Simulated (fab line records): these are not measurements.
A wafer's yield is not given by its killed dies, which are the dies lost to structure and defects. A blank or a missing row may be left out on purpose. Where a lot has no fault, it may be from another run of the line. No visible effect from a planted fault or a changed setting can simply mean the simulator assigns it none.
A single fault, viewed from 3 desks | flow nand-harc | only its own numbers are on each desk; what lay behind them is given at the end

## THE DEFECT DESK
What the inspections along the route counted, lot by lot: means of the sampled wafers that have a number. If a lot's mean is further than 4 standard deviations from the usual mean, the lot is out of limits and carries the mark OUT (the distance appears in the brackets).
Columns: A = raw-defect-count at NHARC_P_M1_INSPECT_27, usual 291; B = raw-defect-count at NHARC_P_M2_INSPECT_11, usual 5.0
lot  | first seen here | A   | B
L681 | day 6 23:18     | 215 | 3.7
L686 | day 8 23:55     | 288 | 4.7
L687 | day 9 12:07     | 263 | 5.7
L688 | day 10 00:53    | 362 | 5.7
L694 | day 12 10:54    | 231 | 5.0
L697 | day 13 14:03    | 373 | 7.3
L700 | day 14 13:18    | 162 | 6.7
This desk's verdict: no lot among the 7 shows anything out of limits.

## TOOL OWNER'S DESK, arfi-scanner-03
The tool's own readings at NHARC_P_M2_EXPOSE_06 (exposes mask P M2, target cd 170 nm): means of the sampled wafers that have a number, for each lot that ran on this tool. If a lot's mean is further than 4 standard deviations from the usual mean, the lot is out of limits and carries the mark OUT (the distance appears in the brackets).
Columns: A = exposure-dose-mJ-cm2 at NHARC_P_M2_EXPOSE_06, usual 80.68
lot  | first seen here | A
L681 | day 7 00:26     | 80.58
L686 | day 9 01:09     | 84.86 (+43) OUT
L687 | day 9 13:14     | 84.04 (+34) OUT
L688 | day 10 02:01    | 83.35 (+27) OUT
Finding of this desk: L686, L687, L688 out of limits; the first was L686 at day 9 01:09, on exposure-dose-mJ-cm2 at NHARC_P_M2_EXPOSE_06. L681: within limits.

## METROLOGY DESK
Lot by lot, what the gauges showed, no matter which tool ran the lot: averages of those sampled wafers that carry a number. If a lot's mean is further than 4 standard deviations from the usual mean, the lot is out of limits and carries the mark OUT (the distance appears in the brackets).
Columns: A = cd-nm at NHARC_P_M2_CD_MEAS_09, usual 169.9 nm; B = overlay-x-nm at NHARC_P_M2_OVL_MEAS_10, usual 0.1 nm; C = overlay-y-nm at NHARC_P_M2_OVL_MEAS_10, usual 0.0 nm; D = cd-nm at NHARC_P_M2_CD_MEAS_16, usual 169.8 nm
lot  | first seen here | A     | B    | C    | D
L681 | day 7 00:34     | 170.4 | -1.3 | 0.7  | 170.3
L686 | day 9 01:17     | 172.6 | 0.6  | 0.8  | 172.4
L687 | day 9 13:23     | 171.5 | -0.1 | -1.2 | 171.0
L688 | day 10 02:10    | 171.4 | 0.0  | -0.1 | 171.1
L694 | day 12 12:16    | 170.0 | 0.5  | -0.8 | 169.7
L697 | day 13 15:27    | 169.7 | 0.0  | 0.5  | 169.2
L700 | day 14 14:42    | 169.8 | 0.7  | 0.3  | 169.5
This desk's verdict: no lot among the 7 shows anything out of limits.

## PUT TOGETHER
The tool owner's desk could have raised an alarm at day 9 01:09, on L686, L687, L688.
The defect desk saw nothing out of limits.
Nothing out of limits was seen by the metrology desk.
The defect desk has L686, L687, L688 on record, within its limits.
The metrology desk holds a record of L686, L687, L688, inside its limits.
Every lot named ran NHARC_P_M2_EXPOSE_06 on arfi-scanner-03.

## WHAT THE SIMULATOR PUT IN
Process parameters drifting: arfi-scanner-03 at NHARC_P_M2_EXPOSE_06, beginning at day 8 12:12. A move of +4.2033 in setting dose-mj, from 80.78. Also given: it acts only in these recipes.
Lots struck among those shown: L686, L687, L688.
How many hours passed from the start of the fault until each desk's first out-of-limits reading: the tool owner's desk, 13.
